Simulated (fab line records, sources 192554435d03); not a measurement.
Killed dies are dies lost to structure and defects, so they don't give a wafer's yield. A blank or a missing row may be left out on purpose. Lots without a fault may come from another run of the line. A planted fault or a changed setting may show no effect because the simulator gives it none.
fab line records | flow n5_finfet
record lots=12 wafers=33 last_day=24
route steps=1938 shown BEOL_M9@1443
lots that met no fault: from a run of the same line without faults
start_h: hours from the record's first day to the start of the lot's first wafer shown | wait_h: hours since the lot's step before | " the same as in the row above | L1.1+2: a row that stands for several wafers | - no value, or no start given | * or withheld: withheld | < > ~ a bound
route shown NAME@n: a module of which the file shows steps, and the number in the route of the first | usual: mean/standard deviation of fault-free wafers | same: alike in all rows | chamber/n: place in a boat | sites: the reading at each site | _std_site: their standard deviation | _edge_site: outer sites' mean less inner sites' | radius_mm: how far each site lies from the wafer's centre | mask NAME#n: copy n | behind: the tool/chamber that last shaped the wafer | hold: why the lot was held/for how many hours/how that ended | device: the transistor (n, p or np) that didn't switch | end of line: the same wafers' tests at the end of the route | a step without rows: its recipe alone | killed: dies lost to structure and defects at the first sort, not the wafer's yield | map: a wafer's dies, x killed, . not, _ none there
set.NAME: the setting as run; set.NAME@STEP: as run at that earlier step | model.NAME: the simulator's own value behind a step, which no gauge read
steps of the route over a sample of lots; a table a step, a row a wafer
services: from which hour (start_h, from the record's first day; less than 0 if before it) a tool's chamber was out of use, for how many hours, and why
## steps
# step N5_BEOL_M9_VIA_ETCH_34
# recipe chemistry=C4F6/O2 target=SiCOH_lowk target_depth_a=1824 mask_material=SOC taper_deg=4 time_s=68.4 ion_energy_ev=250 pressure_mtorr=30 source_w=345 bias_w=185 Ar_flow_sccm=300 C4F6_flow_sccm=10 O2_flow_sccm=10
# usual drypump_motor_current_A=5.6/0.4 oes_product_au=0.80/0.095 rf_vpp_V=669/15 showerhead_plenum_p_Torr=2.84/0.066 throttle_valve_pct=20.80/0.17
# columns lot.wafer tool chamber start_h wait_h drypump_motor_current_A oes_product_au rf_hours_counter_h rf_vpp_V showerhead_plenum_p_Torr throttle_valve_pct
L818.1 rie_diel-01 1 350.90 0.0 5.6 0.74 151 674 2.85 20.73
L818.4 " 3 " " 6.2 0.86 62 680 2.86 20.55
L818.6 " 1 " " 5.6 0.74 - 674 2.85 20.75
L821.2 rie_diel-05 1 356.27 0.0 6.0 0.89 22 665 2.77 20.54
L821.4 " 0 " " 5.3 0.95 6 657 2.82 20.77
L821.6 " 0 " " 5.3 0.95 - 657 2.82 20.78
L817.2 rie_diel-05 0 390.27 0.0 5.3 0.92 15 658 2.81 20.79
L817.4 " 1 " " 5.9 0.88 30 665 2.77 20.55
L817.5 " 3 " " 5.9 0.91 - 640 2.80 20.70
L827.1 rie_diel-04 1 403.14 0.0 5.4 0.98 4 686 2.83 21.00
L827.2 " 2 " " 5.1 0.94 14 667 2.91 20.64
L827.3 " 0 " " 5.3 0.77 119 676 2.99 21.17
L819.2 rie_diel-01 1 425.19 0.0 5.6 0.72 176 674 2.84 20.77
L819.4 " 1 " " 5.6 0.72 - 674 2.84 20.78
L819.6 " 0 " " 5.0 0.70 - 645 2.74 20.78
L833.2 rie_diel-04 3 456.76 0.0 5.8 0.69 248 694 2.81 20.78
L833.5 " 3 " " 5.8 0.68 - 695 2.81 20.78
L833.6 " 0 " " 5.3 0.75 - 676 2.98 21.20
L832.2 rie_diel-04 0 459.86 0.0 5.3 0.75 137 675 2.98 21.20
L832.4 " 2 " " 5.1 0.91 31 667 2.90 20.65
L832.5 " 2 " " 5.1 0.90 - 668 2.90 20.66
L836.3 rie_diel-05 2 481.91 0.0 5.6 0.69 238 667 2.81 20.85
L836.4 " 1 " " 5.9 0.85 56 666 2.76 20.60
L838.4 rie_diel-01 3 482.02 0.0 6.2 0.82 90 679 2.85 20.59
L838.5 " 0 " " 5.0 0.68 - 646 2.73 20.80
L838.6 " 3 " " 6.2 0.82 - 678 2.85 20.60
L837.4 rie_diel-05 0 503.17 0.0 5.3 0.86 48 657 2.80 20.83
L837.6 " 2 " " 5.7 0.67 - 669 2.81 20.88
L839.1 rie_diel-01 0 506.03 0.0 5.0 0.67 221 644 2.73 20.79
L839.2 " 1 " " 5.6 0.71 192 672 2.83 20.80
L839.6 " 2 " " 6.2 0.77 - 665 2.85 20.86
L840.1 rie_diel-01 1 510.34 0.0 5.6 0.71 193 672 2.83 20.80
L840.6 " 1 " " 5.6 0.70 - 672 2.83 20.79
# step N5_BEOL_M9_CD_MEAS_35
# recipe target_cd_nm=70 target_cd_y_nm=40 polarity=opening
# usual cd_nm=69.7/0.64
# columns lot.wafer tool chamber start_h wait_h cd_nm
L818.1 cd_sem-02 - 351.33 0.0 69.1
L818.4 " - " " 69.9
L818.6 " - " " 68.6
L821.2 cd_sem-02 - 356.82 0.0 69.5
L821.4 " - " " 70.5
L821.6 " - " " 69.0
L817.2 cd_sem-03 - 390.70 0.0 70.4
L817.4 " - " " 70.1
L817.5 " - " " 69.3
L827.1 cd_sem-01 - 403.57 0.0 69.4
L827.2 " - " " 69.1
L827.3 " - " " 70.2
L819.2 cd_sem-03 - 425.62 0.0 70.1
L819.4 " - " " 69.2
L819.6 " - " " 69.3
L833.2 cd_sem-01 - 457.19 0.0 68.8
L833.5 " - " " 69.9
L833.6 " - " " 69.1
L832.2 cd_sem-03 - 460.29 0.0 69.8
L832.4 " - " " 69.5
L832.5 " - " " 69.4
L836.3 cd_sem-01 - 482.34 0.0 70.4
L836.4 " - " " 69.8
L838.4 cd_sem-03 - 482.46 0.0 69.5
L838.5 " - " " 71.1
L838.6 " - " " 70.0
L837.4 cd_sem-03 - 503.61 0.0 70.5
L837.6 " - " " 69.8
L839.1 cd_sem-01 - 506.46 0.0 69.3
L839.2 " - " " 69.2
L839.6 " - " " 70.1
L840.1 cd_sem-02 - 510.87 0.0 69.0
L840.6 " - " " 69.6
# step N5_BEOL_M9_ALD_74
# recipe material=TaN target_thk_a=20 temp_c=275 ald_precursor_family=PDMAT ald_co_reactant=NH3 pressure_torr=3 carrier_flow_sccm=1500 pulse_time_s=2 purge_time_s=3 co_reactant_purge_time_s=2 co_reactant_pulse_time_s=3 ald_cycles=40 precursor_vessel_temp_c=75 precursor_vessel_pressure_torr=26.25 precursor_vessel_carrier_sccm=1000
# usual heater_power_outer_w=218/18 heater_power_w=393/33
# same co_reactant_pulse_time_s=3 purge_time_s=3
# columns lot.wafer tool chamber start_h wait_h heater_power_outer_w heater_power_w
L818.1 ald_metal-03 2 351.80 0.0 197 370
L818.4 " 3 " " 208 371
L818.6 " 0 " " 234 443
L821.2 ald_metal-04 3 357.58 0.0 246 415
L821.4 " 1 " " 208 375
L821.6 " 2 " " 213 391
L817.2 ald_metal-04 3 391.52 0.1 250 416
L817.4 " 0 " " 177 322
L817.5 " 1 " " 212 374
L827.1 ald_metal-03 3 404.36 0.2 210 380
L827.2 " 2 " " 194 355
L827.3 " 1 " " 211 387
L819.2 ald_metal-04 2 426.32 0.2 208 404
L819.4 " 1 " " 214 370
L819.6 " 0 " " 184 326
L833.2 ald_metal-04 2 457.89 0.1 207 399
L833.5 " 0 " " 183 323
L833.6 " 3 " " 242 396
L832.2 ald_metal-01 0 462.79 0.0 231 399
L832.4 " 2 " " 237 426
L832.5 " 2 " " 238 417
L836.3 ald_metal-03 3 483.42 0.0 217 375
L836.4 " 1 " " 223 406
L838.4 ald_metal-01 2 483.50 0.0 232 415
L838.5 " 2 " " 232 433
L838.6 " 3 " " 224 444
L837.4 ald_metal-03 3 504.15 0.0 215 375
L837.6 " 2 " " 197 368
L839.1 ald_metal-04 1 506.99 0.1 212 379
L839.2 " 0 " " 184 319
L839.6 " 0 " " 181 324
L840.1 ald_metal-03 3 511.93 0.1 218 378
L840.6 " 0 " " 232 431
# step N5_BEOL_M9_CVD_78
# recipe material=Co target_thk_a=20 temp_c=withheld precursor=CCTBA/H2 pressure_torr=30 time_s=138.9
# usual run_length_s=161.8/0.6
# columns lot.wafer tool chamber start_h wait_h run_length_s
L818.1 cvd_co-02 0 352.16 0.0 161.7
L818.4 " 0 " " 161.0
L818.6 " 2 " " 162.1
L821.2 cvd_co-01 2 357.93 0.0 161.9
L821.4 " 2 " " 161.8
L821.6 " 0 " " 162.3
L817.2 cvd_co-02 0 391.98 0.0 160.9
L817.4 " 2 " " 162.7
L817.5 " 0 " " 161.7
L827.1 cvd_co-02 1 404.80 0.1 118.8
L827.2 " 0 " " 118.5
L827.3 " 2 " " 119.7
L819.2 cvd_co-02 2 426.89 0.1 119.8
L819.4 " 2 " " 119.6
L819.6 " 0 " " 118.3
L833.2 cvd_co-01 1 458.25 0.0 161.5
L833.5 " 2 " " 161.8
L833.6 " 0 " " 162.8
L832.2 cvd_co-01 2 463.19 0.0 162.2
L832.4 " 2 " " 161.5
L832.5 " 0 " " 163.2
L836.3 cvd_co-01 0 483.80 0.0 162.3
L836.4 " 0 " " 162.5
L838.4 cvd_co-01 0 483.96 0.1 162.4
L838.5 " 1 " " 160.9
L838.6 " 2 " " 161.4
L837.4 cvd_co-02 1 504.67 0.1 162.2
L837.6 " 0 " " 161.1
L839.1 cvd_co-01 2 507.41 0.1 161.9
L839.2 " 1 " " 160.6
L839.6 " 2 " " 161.6
L840.1 cvd_co-02 2 512.50 0.1 162.1
L840.6 " 2 " " 162.4
## services
# columns tool chamber start_h hours kind
cvd_co-01 1 333.33 - clean
cvd_co-01 1 333.33 22.0 scheduled_down
cvd_co-01 1 333.33 22.0 vent_cycle
ald_metal-03 - 337.25 14.0 pm
ald_metal-03 0 337.25 14.0 vent_cycle
ald_metal-03 1 337.25 14.0 vent_cycle
ald_metal-03 2 337.25 14.0 vent_cycle
ald_metal-03 3 337.25 14.0 vent_cycle
ald_metal-04 - 337.52 0.8 repair
ald_metal-01 0 358.27 1.9 repair
ald_metal-01 3 391.09 18.6 repair
rie_diel-01 3 402.03 14.8 repair
rie_diel-01 0 408.18 3.1 repair
rie_diel-01 3 422.49 3.5 repair
cvd_co-01 - 427.07 1.6 repair
ald_metal-03 - 435.13 8.7 pm
ald_metal-03 0 447.70 8.1 repair
rie_diel-01 - 452.31 14.6 pm
rie_diel-01 - 467.94 2.8 pm
rie_diel-01 1 471.75 9.3 repair
rie_diel-01 3 475.74 4.3 repair
ald_metal-04 - 480.94 2.8 pm
cvd_co-02 - 483.48 1.3 repair
ald_metal-04 - 507.96 6.0 pm
## key
first_sign step=N5_BEOL_M9_CVD_78 reading=run_length_s direction=down sigmas=71 usual=* struck=*
effect none on later readings
met_at N5_BEOL_M9_CVD_78
struck_lots L819,L827
not_acting_at N5_BEOL_M9_VIA_ETCH_34,N5_BEOL_M9_CD_MEAS_35,N5_BEOL_M9_ALD_74
onset_between 391.98 404.80
fault kind=process_parameter_drift tool=cvd_co-02 chamber=- onset_h=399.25 steps=N5_BEOL_M9_CVD_78 channel=time_s offset=* shape=step end_h=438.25 acts_in=* stated=*
